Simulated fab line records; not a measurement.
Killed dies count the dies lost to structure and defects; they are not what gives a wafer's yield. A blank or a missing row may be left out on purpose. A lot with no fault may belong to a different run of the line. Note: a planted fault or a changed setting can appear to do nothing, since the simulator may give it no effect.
fab line records	flow nand-harc
record: lots: 24	wafers: 72	last-day: 24
route steps=1159 shown A_CONTACT@916 A_BLC@989
lots with no fault: from the same line, run without faults
start-h: the number of hours between the record's first day and the start of the first shown wafer of the lot	wait-h: time in hours since the lot's previous step	" repeats the value in the row above	L1.1+2: one row covering several wafers at once	- no value present, or no start provided	* or withheld: withheld	< > ~ a bound
route shown NAME@n: NAME is a module with steps in the file, n the number in the route of the first one	usual: mean and standard deviation over wafers with no fault	same: alike in all rows	chamber/n: place in a boat	sites: readings site by site	_std_site: standard deviation of those values	_edge_site: inner sites' mean taken away from outer sites' mean	radius-mm: for every site, how far away it sits from the centre of the wafer	mask NAME#n: copy n	behind: the last tool/chamber to shape the wafer	hold: reason for holding the lot/hours on hold/outcome of the hold	device: whichever transistor did not switch (one of n, p or np)	end of line: tests run on the same wafers once the route is complete	a step without rows: its recipe alone	killed: not the wafer's yield, but the dies lost to structure and defects at the first sort	map: a wafer's dies, marking killed ones x, the rest . and places with no die _
set.NAME: the run value of the setting; set.NAME@STEP: its run value at that earlier step	model.NAME: the simulator's own value behind a step, which no gauge read
steps of the route over a sample of lots; a table a step, a row a wafer
services: a tool's chamber out of use, with start hour (start-h, from the record's first day; less than 0 if before it), hours out, and reason
== steps ==
step: NHARC_A_CONTACT_CD_MEAS_80
usual: cd-nm: 189.4/0.77
lot.wafer	tool	chamber	start-h	wait-h	cd-nm
L078.1	cd-sem-03	-	388.11	-	188.7
L078.3	"	-	"	"	189.6
L078.4	"	-	"	"	189.6
L079.1	cd-sem-02	-	393.26	-	189.6
L079.3	"	-	"	"	190.5
L079.4	"	-	"	"	190.3
L076.1	cd-sem-03	-	393.63	-	189.4
L076.2	"	-	"	"	190.0
L076.6	"	-	"	"	189.8
L075.1	cd-sem-03	-	395.44	-	188.4
L075.3	"	-	"	"	188.8
L075.4	"	-	"	"	188.9
L074.1	cd-sem-03	-	399.25	-	189.4
L074.2	"	-	"	"	188.6
L074.5	"	-	"	"	190.3
L077.2	cd-sem-01	-	399.51	-	189.0
L077.3	"	-	"	"	189.4
L077.4	"	-	"	"	189.0
L080.3	cd-sem-02	-	411.63	-	189.1
L080.4	"	-	"	"	190.4
L080.6	"	-	"	"	189.5
L083.1	cd-sem-01	-	423.94	-	188.1
L083.2	"	-	"	"	188.8
L083.6	"	-	"	"	188.7
L082.1	cd-sem-03	-	429.62	-	190.6
L082.2	"	-	"	"	190.5
L082.5	"	-	"	"	190.9
L084.1	cd-sem-03	-	434.67	-	189.1
L084.3	"	-	"	"	188.8
L084.4	"	-	"	"	189.4
L081.1	cd-sem-01	-	436.03	-	191.0
L081.2	"	-	"	"	190.7
L081.6	"	-	"	"	190.7
L085.1	cd-sem-02	-	445.00	-	188.6
L085.2	"	-	"	"	188.6
L085.3	"	-	"	"	189.0
L089.2	cd-sem-01	-	446.04	-	188.6
L089.4	"	-	"	"	188.6
L089.6	"	-	"	"	188.8
L087.2	cd-sem-02	-	461.75	0.1	189.7
L087.4	"	-	"	"	190.3
L087.5	"	-	"	"	189.9
L086.1	cd-sem-02	-	463.77	0.1	190.2
L086.3	"	-	"	"	189.9
L086.6	"	-	"	"	189.8
L088.1	cd-sem-02	-	473.66	-	188.6
L088.2	"	-	"	"	188.8
L088.5	"	-	"	"	189.1
L090.3	cd-sem-02	-	474.63	-	189.4
L090.5	"	-	"	"	189.7
L090.6	"	-	"	"	190.0
L091.1	cd-sem-02	-	479.26	-	189.4
L091.3	"	-	"	"	189.5
L091.4	"	-	"	"	189.5
L092.4	cd-sem-01	-	479.82	-	190.3
L092.5	"	-	"	"	190.0
L092.6	"	-	"	"	190.9
L094.1	cd-sem-03	-	494.53	-	188.3
L094.2	"	-	"	"	188.9
L094.6	"	-	"	"	188.6
L093.3	cd-sem-02	-	494.81	-	189.6
L093.4	"	-	"	"	189.8
L093.6	"	-	"	"	189.5
L097.2	cd-sem-01	-	508.06	-	189.7
L097.4	"	-	"	"	189.1
L097.6	"	-	"	"	189.6
L095.1	cd-sem-03	-	508.97	-	189.7
L095.4	"	-	"	"	189.6
L095.6	"	-	"	"	189.6
L096.2	cd-sem-01	-	513.32	-	188.5
L096.3	"	-	"	"	189.3
L096.6	"	-	"	"	188.5
step: NHARC_A_CONTACT_DEP_85
recipe: target-thk-a: 500	target-thk-nm: 50	temp-c: 400	pressure-torr: 3.5	flow-sccm: 200	rf-w: 350	material: SiON
usual: heater-power-w: 712/110
lot.wafer	tool	chamber	start-h	wait-h	heater-power-w
L078.3	pecvd-01	2	392.86	0.7	515
L078.1	"	1	"	"	836
L078.4	"	1	"	"	821
L079.1	pecvd-04	2	397.54	1.1	773
L079.3	"	0	"	"	840
L079.4	"	2	"	"	778
L076.1	pecvd-04	2	397.74	1.1	699
L076.2	"	1	"	"	587
L076.6	"	1	"	"	575
L075.3	pecvd-04	0	400.74	0.7	835
L075.1	"	1	"	"	541
L075.4	"	0	"	"	826
L074.2	pecvd-04	1	401.96	0.9	573
L074.1	"	2	"	"	814
L074.5	"	0	"	"	750
L077.3	pecvd-02	1	402.27	0.7	671
L077.2	"	0	"	"	740
L077.4	"	0	"	"	760
L080.3	pecvd-04	1	416.74	0.6	651
L080.6	"	2	"	"	758
L080.4	"	0	"	"	794
L083.1	pecvd-02	2	427.14	1.1	609
L083.2	"	0	"	"	690
L083.6	"	2	"	"	612
L082.1	pecvd-02	2	431.83	1.1	565
L082.2	"	0	"	"	725
L082.5	"	1	"	"	686
L084.3	pecvd-01	2	437.01	0.7	651
L084.1	"	1	"	"	846
L084.4	"	1	"	"	857
L081.1	pecvd-01	2	438.27	1.1	618
L081.2	"	0	"	"	820
L081.6	"	1	"	"	857
L085.3	pecvd-04	0	447.27	0.6	856
L085.1	"	1	"	"	563
L085.2	"	2	"	"	782
L089.2	pecvd-01	0	448.74	0.9	762
L089.6	"	1	"	"	773
L089.4	"	2	"	"	595
L087.2	pecvd-01	0	465.83	0.8	894
L087.4	"	0	"	"	890
L087.5	"	2	"	"	552
L086.3	pecvd-01	1	468.71	0.6	885
L086.1	"	2	"	"	511
L086.6	"	1	"	"	877
L088.2	pecvd-02	0	475.87	0.9	758
L088.1	"	2	"	"	535
L088.5	"	0	"	"	748
L090.3	pecvd-01	0	478.57	0.6	854
L090.5	"	0	"	"	843
L090.6	"	1	"	"	873
L091.3	pecvd-01	2	486.77	0.7	553
L091.1	"	0	"	"	772
L091.4	"	0	"	"	781
L092.5	pecvd-04	1	487.32	0.3	615
L092.4	"	2	"	"	715
L092.6	"	0	"	"	729
L094.1	pecvd-02	1	496.99	1.1	700
L094.2	"	2	"	"	609
L094.6	"	2	"	"	615
L093.3	pecvd-02	0	498.23	0.7	692
L093.4	"	1	"	"	676
L093.6	"	2	"	"	598
L097.2	pecvd-02	2	510.37	0.9	580
L097.4	"	0	"	"	708
L097.6	"	1	"	"	647
L095.1	pecvd-02	1	512.71	1.1	687
L095.4	"	1	"	"	687
L095.6	"	2	"	"	581
L096.2	pecvd-01	1	516.02	0.8	889
L096.3	"	0	"	"	820
L096.6	"	0	"	"	825
step: NHARC_A_CONTACT_ETCH_134
recipe: source-w: withheld	pressure-mtorr: 20	bias-v: withheld	time-s: 140	target-depth-a: 7000	ar-flow-sccm: withheld	c4f8-flow-sccm: withheld	o2-flow-sccm: withheld	chemistry: C4F8/O2/Ar
lot.wafer	tool	chamber	start-h	wait-h	rf-hours-counter-h
L078.1	har-cap-etch-01	0	394.85	-	60
L078.3	"	0	"	"	-
L078.4	"	1	"	"	-
L079.1	har-cap-etch-02	1	399.56	-	15
L079.3	"	0	"	"	-
L079.4	"	1	"	"	-
L076.2	har-cap-etch-03	0	399.85	-	88
L076.1	"	1	"	"	88
L076.6	"	0	"	"	-
L075.1	har-cap-etch-02	0	402.98	-	16
L075.4	"	1	"	"	-
L075.3	"	0	"	"	-
L074.1	har-cap-etch-03	1	403.89	-	89
L074.2	"	0	"	"	89
L074.5	"	1	"	"	-
L077.2	har-cap-etch-02	0	404.61	-	16
L077.3	"	0	"	"	-
L077.4	"	1	"	"	-
L080.3	har-cap-etch-02	0	418.71	-	-
L080.4	"	1	"	"	-
L080.6	"	0	"	"	-
L083.1	har-cap-etch-02	0	429.50	-	19
L083.2	"	1	"	"	19
L083.6	"	1	"	"	-
L082.1	har-cap-etch-02	0	434.16	-	20
L082.2	"	1	"	"	20
L082.5	"	1	"	"	-
L084.1	har-cap-etch-03	0	439.44	-	94
L084.3	"	0	"	"	-
L084.4	"	1	"	"	-
L081.2	har-cap-etch-01	1	440.14	-	69
L081.1	"	0	"	"	69
L081.6	"	1	"	"	-
L085.2	har-cap-etch-01	0	449.07	-	70
L085.1	"	1	"	"	70
L085.3	"	0	"	"	-
L089.2	har-cap-etch-02	0	450.91	-	23
L089.4	"	0	"	"	-
L089.6	"	1	"	"	-
L087.2	har-cap-etch-03	1	467.68	-	99
L087.4	"	1	"	"	-
L087.5	"	1	"	"	-
L086.1	har-cap-etch-03	0	470.72	-	100
L086.3	"	0	"	"	-
L086.6	"	0	"	"	-
L088.1	har-cap-etch-03	0	477.85	-	102
L088.2	"	1	"	"	102
L088.5	"	1	"	"	-
L090.3	har-cap-etch-01	1	480.65	-	-
L090.6	"	0	"	"	-
L090.5	"	1	"	"	-
L091.1	har-cap-etch-02	1	488.56	-	30
L091.3	"	0	"	"	-
L091.4	"	1	"	"	-
L092.4	har-cap-etch-01	1	489.11	-	-
L092.5	"	0	"	"	-
L092.6	"	1	"	"	-
L094.1	har-cap-etch-02	1	499.80	-	32
L094.2	"	0	"	"	32
L094.6	"	0	"	"	-
L093.4	har-cap-etch-01	1	500.69	0.5	-
L093.3	"	0	"	"	-
L093.6	"	0	"	"	-
L097.2	har-cap-etch-01	1	512.47	-	82
L097.4	"	0	"	"	-
L097.6	"	0	"	"	-
L095.1	har-cap-etch-03	1	514.71	-	109
L095.4	"	1	"	"	-
L095.6	"	1	"	"	-
L096.2	har-cap-etch-03	1	518.12	-	110
L096.3	"	1	"	"	-
L096.6	"	0	"	"	-
step: NHARC_A_CONTACT_ETCH_136
recipe: source-w: withheld	pressure-mtorr: 20	bias-v: 3000	time-s: 132	target-depth-a: 12870	ar-flow-sccm: withheld	c4f8-flow-sccm: withheld	o2-flow-sccm: withheld	chemistry: C4F8/O2/Ar
lot.wafer	tool	chamber	start-h	wait-h	rf-hours-counter-h
L078.1	har-cap-etch-01	0	395.17	0.1	60
L078.3	"	0	"	"	-
L078.4	"	1	"	"	-
L079.1	har-cap-etch-02	1	399.97	0.1	15
L079.3	"	0	"	"	-
L079.4	"	1	"	"	-
L076.2	har-cap-etch-03	0	400.18	0.1	88
L076.1	"	1	"	"	88
L076.6	"	0	"	"	-
L075.1	har-cap-etch-02	0	403.39	0.1	16
L075.4	"	1	"	"	-
L075.3	"	0	"	"	-
L074.1	har-cap-etch-03	1	404.21	0.1	89
L074.2	"	0	"	"	89
L074.5	"	1	"	"	-
L077.2	har-cap-etch-02	0	405.04	0.1	16
L077.3	"	0	"	"	-
L077.4	"	1	"	"	-
L080.3	har-cap-etch-02	0	419.01	0.1	-
L080.4	"	1	"	"	-
L080.6	"	0	"	"	-
L083.1	har-cap-etch-02	0	429.82	0.1	19
L083.2	"	1	"	"	19
L083.6	"	1	"	"	-
L082.1	har-cap-etch-02	0	434.48	0.1	20
L082.2	"	1	"	"	20
L082.5	"	1	"	"	-
L084.1	har-cap-etch-03	0	439.76	0.1	95
L084.3	"	0	"	"	-
L084.4	"	1	"	"	-
L081.2	har-cap-etch-01	1	440.46	0.1	70
L081.1	"	0	"	"	70
L081.6	"	1	"	"	-
L085.2	har-cap-etch-01	0	449.38	0.1	70
L085.1	"	1	"	"	70
L085.3	"	0	"	"	-
L089.2	har-cap-etch-02	0	451.22	0.1	23
L089.4	"	0	"	"	-
L089.6	"	1	"	"	-
L087.2	har-cap-etch-03	1	468.00	0.1	99
L087.4	"	1	"	"	-
L087.5	"	1	"	"	-
L086.1	har-cap-etch-03	0	471.03	0.1	100
L086.3	"	0	"	"	-
L086.6	"	0	"	"	-
L088.1	har-cap-etch-03	0	478.17	0.1	102
L088.2	"	1	"	"	102
L088.5	"	1	"	"	-
L090.3	har-cap-etch-01	1	480.93	0.1	-
L090.6	"	0	"	"	-
L090.5	"	1	"	"	-
L091.1	har-cap-etch-02	1	488.87	0.1	30
L091.3	"	0	"	"	-
L091.4	"	1	"	"	-
L092.4	har-cap-etch-01	1	489.40	0.1	-
L092.5	"	0	"	"	-
L092.6	"	1	"	"	-
L094.1	har-cap-etch-02	1	500.11	0.1	32
L094.2	"	0	"	"	32
L094.6	"	0	"	"	-
L093.4	har-cap-etch-01	1	500.99	0.1	-
L093.3	"	0	"	"	-
L093.6	"	0	"	"	-
L097.2	har-cap-etch-01	1	512.79	0.1	82
L097.4	"	0	"	"	-
L097.6	"	0	"	"	-
L095.1	har-cap-etch-03	1	515.02	0.1	109
L095.4	"	1	"	"	-
L095.6	"	1	"	"	-
L096.2	har-cap-etch-03	1	518.44	0.1	110
L096.3	"	1	"	"	-
L096.6	"	0	"	"	-
step: NHARC_A_CONTACT_STRIP_26
recipe: o2-flow-sccm: 500	ar-flow-sccm: 0	bias-w: 0	chemistry: O2
usual: drypump-motor-current-A: 5.87/0.23	o2-flow-sccm: 500.1/1.6	oes-product-au: 1.000/0.0078	rf-vpp-V: 57.8/0.93	showerhead-plenum-p-Torr: 3.50/0.17	throttle-valve-pct: 17.036/0.0098
lot.wafer	tool	chamber	start-h	wait-h	drypump-motor-current-A	o2-flow-sccm	oes-product-au	rf-hours-counter-h	rf-vpp-V	showerhead-plenum-p-Torr	throttle-valve-pct
L078.3	rie-diel-07	2	-	-	5.94	500.7	0.995	32	57.8	3.36	17.040
L078.1	"	3	"	"	5.70	498.8	1.008	31	57.4	3.36	17.028
L078.4	"	0	"	"	5.97	498.2	1.001	32	59.3	3.58	17.043
L076.1	rie-diel-03	1	-	-	6.11	500.6	1.017	0	58.9	3.81	17.055
L076.2	"	3	"	"	6.16	501.7	1.006	0	58.5	3.48	17.041
L076.6	"	0	"	"	5.85	500.4	1.000	-	57.3	3.48	17.041
L079.1	rie-diel-07	2	-	-	5.94	499.2	0.990	33	56.4	3.36	17.033
L079.4	"	3	"	"	5.72	500.1	1.003	32	58.4	3.36	17.033
L079.3	"	1	"	"	5.66	501.2	0.996	33	56.6	3.75	17.036
L075.3	rie-diel-07	1	-	-	5.67	499.3	1.002	35	59.0	3.75	17.045
L075.1	"	0	"	"	5.93	500.3	1.002	35	57.8	3.57	17.037
L075.4	"	2	"	"	5.94	500.4	0.999	-	56.7	3.36	17.039
L074.1	rie-diel-01	3	-	-	5.25	501.2	0.993	30	56.6	3.28	17.025
L074.2	"	0	"	"	6.07	501.7	0.998	30	57.4	3.60	17.050
L074.5	"	2	"	"	6.19	501.6	0.994	-	58.7	3.36	17.046
L077.3	rie-diel-01	0	-	-	6.10	500.2	0.986	30	55.9	3.60	17.028
L077.2	"	1	"	"	5.82	498.9	1.010	31	55.9	3.40	17.031
L077.4	"	2	"	"	6.20	498.7	1.005	30	57.2	3.36	17.042
L080.3	rie-diel-07	1	-	-	5.68	501.3	1.002	1	58.5	3.75	17.025
L080.4	"	2	"	"	5.94	503.4	1.018	1	55.7	3.36	17.028
L080.6	"	0	"	"	5.90	498.9	1.007	-	58.5	3.57	17.044
L083.1	rie-diel-07	1	-	-	5.66	502.3	0.996	3	57.5	3.75	17.026
L083.2	"	3	"	"	5.72	498.9	0.985	3	58.0	3.36	17.037
L083.6	"	1	"	"	5.67	498.7	1.004	-	58.3	3.75	17.056
L082.1	rie-diel-01	0	-	-	6.06	497.8	0.991	40	56.9	3.59	17.029
L082.2	"	1	"	"	5.85	501.6	0.999	40	57.3	3.40	17.038
L082.5	"	3	"	"	5.23	500.1	0.996	-	58.0	3.27	17.033
L084.4	rie-diel-07	0	-	-	6.00	502.1	1.006	6	57.7	3.57	17.042
L084.3	"	2	"	"	5.94	501.2	1.005	6	57.6	3.35	17.047
L084.1	"	3	"	"	5.73	499.7	0.994	6	56.8	3.36	17.028
L081.1	rie-diel-07	0	-	-	6.00	498.3	1.002	6	57.5	3.57	17.034
L081.2	"	1	"	"	5.68	500.7	1.001	6	58.1	3.75	17.046
L081.6	"	0	"	"	5.97	498.8	1.005	-	57.5	3.57	17.025
L085.2	rie-diel-07	2	-	-	5.95	500.0	1.004	8	58.2	3.35	17.041
L085.1	"	3	"	"	5.74	499.3	0.994	8	59.1	3.35	17.040
L085.3	"	0	"	"	5.91	501.1	1.007	8	57.5	3.57	17.041
L089.2	rie-diel-07	3	-	-	5.73	498.3	0.990	8	57.0	3.35	16.998
L089.4	"	0	"	"	5.91	499.0	1.012	-	57.5	3.57	17.050
L089.6	"	2	"	"	5.93	498.9	0.994	-	57.7	3.35	17.029
L087.2	rie-diel-01	3	-	-	5.24	499.3	0.998	52	57.6	3.27	17.034
L087.4	"	0	"	"	6.04	503.0	1.001	54	58.1	3.58	17.015
L087.5	"	2	"	"	6.20	499.0	0.991	-	56.4	3.35	17.034
L086.3	rie-diel-07	3	-	-	5.73	495.3	1.002	11	57.1	3.35	17.053
L086.1	"	0	"	"	5.94	499.7	1.011	11	58.2	3.57	17.043
L086.6	"	2	"	"	5.95	501.6	1.011	-	57.7	3.35	17.040
L088.1	rie-diel-03	3	-	-	6.18	500.6	1.002	34	59.1	3.46	17.032
L088.2	"	0	"	"	5.86	502.2	0.998	32	57.7	3.46	17.034
L088.5	"	1	"	"	6.09	501.2	0.979	-	58.3	3.79	17.036
L090.3	rie-diel-07	1	-	-	5.66	499.7	1.008	12	58.9	3.75	17.031
L090.5	"	3	"	"	5.73	498.1	0.998	-	56.5	3.35	17.026
L090.6	"	0	"	"	5.99	499.1	1.000	-	58.0	3.57	17.032
L091.3	rie-diel-03	0	-	-	5.85	501.3	1.002	34	57.6	3.46	17.031
L091.4	"	1	"	"	6.11	502.3	1.011	31	59.8	3.79	17.037
L091.1	"	2	"	"	6.29	499.8	1.005	28	58.4	3.79	17.017
L092.4	rie-diel-07	1	-	-	5.63	499.9	1.015	12	57.7	3.75	17.026
L092.5	"	1	"	"	5.65	500.7	1.012	-	57.8	3.74	17.026
L092.6	"	2	"	"	5.95	499.4	1.011	-	57.2	3.35	17.043
L094.2	rie-diel-07	1	-	-	5.67	500.5	1.011	14	57.9	3.74	17.034
L094.1	"	2	"	"	5.92	498.4	1.015	18	57.4	3.35	17.045
L094.6	"	1	"	"	5.66	500.5	1.013	-	58.5	3.74	17.046
L093.3	rie-diel-01	0	-	-	6.06	503.3	1.001	0	57.1	3.58	17.028
L093.4	"	1	"	"	5.84	501.2	0.998	0	56.6	3.38	17.043
L093.6	"	0	"	"	6.05	499.9	0.996	-	58.5	3.58	17.050
L097.2	rie-diel-07	2	-	-	5.96	504.1	1.009	22	57.3	3.35	17.020
L097.6	"	1	"	"	5.68	501.6	1.001	-	58.4	3.74	17.043
L097.4	"	3	"	"	5.75	502.9	0.996	-	57.6	3.35	17.056
L095.1	rie-diel-07	2	-	-	5.98	498.6	1.009	22	57.6	3.35	17.037
L095.4	"	1	"	"	5.67	499.6	1.004	-	57.6	3.74	17.034
L095.6	"	3	"	"	5.73	501.7	0.992	-	56.0	3.35	17.026
L096.3	rie-diel-03	0	-	-	5.85	502.4	0.994	45	57.3	3.45	17.023
L096.2	"	1	"	"	6.08	499.8	0.990	43	58.2	3.78	17.031
L096.6	"	0	"	"	5.86	502.4	0.991	-	57.1	3.45	17.039
step: NHARC_A_BLC_CVD_24
recipe: target-thk-a: 1500	temp-c: 300	pressure-torr: 40	wf6-flow-sccm: 40	h2-flow-sccm: 1600	ar-flow-sccm: 1560	time-s: 434	material: W
usual: heater-power-w: 491/44	throttle-valve-pct: 8.22/0.21
lot.wafer	tool	chamber	start-h	wait-h	heater-power-w	throttle-valve-pct
L078.1	cvd-w-02	0	-	-	447	8.46
L078.4	"	0	"	"	428	8.29
L078.3	"	1	"	"	496	8.24
L076.1	cvd-w-01	1	-	-	523	8.15
L076.2	"	0	"	"	555	8.26
L076.6	"	0	"	"	545	7.89
L079.1	cvd-w-01	1	-	-	531	7.79
L079.3	"	0	"	"	545	8.16
L079.4	"	1	"	"	527	7.84
L075.1	cvd-w-01	1	-	-	516	8.30
L075.4	"	0	"	"	542	8.20
L075.3	"	1	"	"	525	7.94
L074.2	cvd-w-01	0	-	-	554	7.87
L074.1	"	1	"	"	531	8.07
L074.5	"	1	"	"	519	7.94
L077.2	cvd-w-02	1	-	-	485	8.67
L077.4	"	0	"	"	441	8.27
L077.3	"	1	"	"	480	8.13
L080.3	cvd-w-02	0	-	-	444	8.40
L080.4	"	1	"	"	481	8.27
L080.6	"	1	"	"	489	8.38
L083.2	cvd-w-01	1	-	-	527	7.69
L083.1	"	0	"	"	542	8.39
L083.6	"	1	"	"	523	7.76
L082.2	cvd-w-02	1	-	-	482	8.26
L082.1	"	0	"	"	436	8.09
L082.5	"	0	"	"	438	7.99
L084.1	cvd-w-02	1	-	-	485	8.39
L084.4	"	1	"	"	484	8.33
L084.3	"	0	"	"	431	8.23
L081.1	cvd-w-01	1	-	-	529	7.75
L081.2	"	0	"	"	558	7.92
L081.6	"	1	"	"	527	8.12
L085.2	cvd-w-01	1	-	-	520	8.03
L085.1	"	0	"	"	566	8.25
L085.3	"	1	"	"	541	7.99
L089.2	cvd-w-02	1	-	-	483	8.18
L089.4	"	1	"	"	475	8.34
L089.6	"	0	"	"	438	8.12
L087.2	cvd-w-02	1	-	-	483	8.15
L087.4	"	1	"	"	498	8.66
L087.5	"	0	"	"	441	8.27
L086.1	cvd-w-02	0	-	-	432	8.19
L086.3	"	1	"	"	486	8.18
L086.6	"	0	"	"	438	8.33
L088.1	cvd-w-02	1	-	-	489	8.31
L088.2	"	0	"	"	444	8.26
L088.5	"	1	"	"	494	8.45
L090.3	cvd-w-02	0	-	-	441	8.21
L090.5	"	1	"	"	500	8.40
L090.6	"	0	"	"	429	8.27
L091.1	cvd-w-01	0	-	-	522	7.89
L091.3	"	0	"	"	540	8.23
L091.4	"	1	"	"	567	7.77
L092.4	cvd-w-02	0	-	-	439	8.12
L092.5	"	0	"	"	424	8.30
L092.6	"	1	"	"	498	8.42
L094.2	cvd-w-02	1	-	-	497	8.24
L094.1	"	0	"	"	434	8.47
L094.6	"	0	"	"	435	8.39
L093.3	cvd-w-02	1	-	-	500	8.47
L093.4	"	0	"	"	446	8.48
L093.6	"	1	"	"	492	8.55
L097.2	cvd-w-02	0	-	-	449	8.30
L097.4	"	1	"	"	501	8.28
L097.6	"	0	"	"	442	8.13
L095.1	cvd-w-02	1	-	-	498	8.50
L095.4	"	1	"	"	499	8.35
L095.6	"	0	"	"	440	8.18
L096.2	cvd-w-02	0	-	-	439	8.14
L096.3	"	1	"	"	504	8.11
L096.6	"	0	"	"	439	8.34
== services ==
tool	chamber	start-h	hours	kind
pecvd-04	-	376.00	13.0	pm
cvd-w-02	-	378.19	13.0	pm
cvd-w-02	0	378.19	13.0	vent-cycle
cvd-w-02	1	378.19	13.0	vent-cycle
rie-diel-07	0	384.57	-	clean
rie-diel-01	1	390.82	1.7	repair
cvd-w-02	0	391.19	-	clean
cvd-w-02	1	391.19	-	clean
rie-diel-03	3	392.04	7.1	repair
rie-diel-03	-	392.31	9.0	pm
rie-diel-07	-	405.54	9.0	pm
pecvd-01	-	418.11	13.0	pm
rie-diel-07	1	443.78	15.8	repair
rie-diel-07	3	455.74	8.6	repair
rie-diel-03	2	456.52	8.6	repair
rie-diel-07	0	460.08	4.2	repair
cvd-w-01	-	475.58	13.0	pm
rie-diel-01	0	480.72	6.3	repair
rie-diel-01	-	491.87	9.0	pm
rie-diel-07	0	496.93	32.6	repair
har-cap-etch-01	-	504.48	0.3	repair
pecvd-02	2	512.97	4.9	repair
pecvd-02	-	515.57	13.0	pm
pecvd-04	1	522.59	5.7	repair
== key ==
fault none
